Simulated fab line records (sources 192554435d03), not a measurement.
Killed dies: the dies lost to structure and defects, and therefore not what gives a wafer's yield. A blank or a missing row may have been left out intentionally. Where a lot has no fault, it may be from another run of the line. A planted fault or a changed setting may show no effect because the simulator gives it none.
Matching of chambers | flow n5-finfet | N5_HKMG_FIN_ALD_71 on ald-metal-02 has 4 sister chambers
The step deposits TiN, target thk 1 nm, pulse time 1 s, purge time 3 s. 14 wafers are shown with their chamber, then 7 later ones without.

## WAFERS PAIRED WITH THEIR CHAMBERS
wafer  | chamber | heater-power-w (W) | heater-power-outer-w (W) | precursor-pulse-height-rel
L074.2 | 0       | 913                | 562                      | 0.991
L074.3 | 3       | 1091               | 695                      | 1.026
L074.5 | 2       | 911                | 527                      | 0.972
L077.2 | 2       | 878                | 531                      | 1.000
L077.5 | 1       | 1108               | 726                      | 1.025
L077.6 | 2       | 901                | 534                      | 0.995
L083.2 | 2       | 863                | 529                      | 0.982
L083.5 | 2       | 899                | 543                      | 0.993
L083.6 | 1       | 1111               | 748                      | 1.042
L086.1 | 2       | 907                | 534                      | 1.015
L086.5 | 1       | 1111               | 743                      | 0.997
L086.6 | 0       | 907                | 570                      | 1.003
L089.1 | 1       | 1108               | 771                      | 1.005
L089.2 | 3       | 1084               | 704                      | 1.005

SIGNATURES (means of the wafers above)
reading                    | chamber 0 | chamber 1 | chamber 2 | chamber 3 | scatter within a chamber
heater-power-w             | 910.00    | 1109.50   | 893.17    | 1087.50   | 13.4
heater-power-outer-w       | 566.00    | 747.00    | 533.00    | 699.50    | 11.2
precursor-pulse-height-rel | 0.99700   | 1.01725   | 0.99283   | 1.01550   | 0.0162
Rule: distance of a wafer from a chamber = root of the sum over the readings of ((wafer's reading minus chamber's mean) / reading's scatter) squared. The wafer belongs to the nearest chamber; if the next one is less than 2 further off, it can't be placed. How the scatter is found: for the shown wafers, subtract from each reading the mean of its chamber, square and add these, divide the total by (wafers less chambers), then take the root.

## WAFERS WITHOUT THEIR CHAMBER
wafer  | heater-power-w (W) | heater-power-outer-w (W) | precursor-pulse-height-rel
L089.5 | 907                | 573                      | 0.988
L093.1 | 877                | 544                      | 0.996
L093.4 | 1109               | 731                      | 0.988
L093.5 | 900                | 523                      | 1.044
L096.2 | 1080               | 702                      | 1.000
L096.3 | 1094               | 742                      | 1.022
L096.6 | 1068               | 697                      | 1.030

## CHAMBER TAKEN BY EACH
wafer  | from the rows above     | in truth
L089.5 | 0                       | 0
L093.1 | can't be placed: 2 or 0 | 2
L093.4 | can't be placed: 1 or 3 | 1
L093.5 | can't be placed: 2 or 0 | 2
L096.2 | 3                       | 3
L096.3 | 1                       | 1
L096.6 | 3                       | 3
Correctly placed: 4 of 7. These rows do not allow placing 3 (true chamber among the candidates in 3). Number placed wrongly: 0.
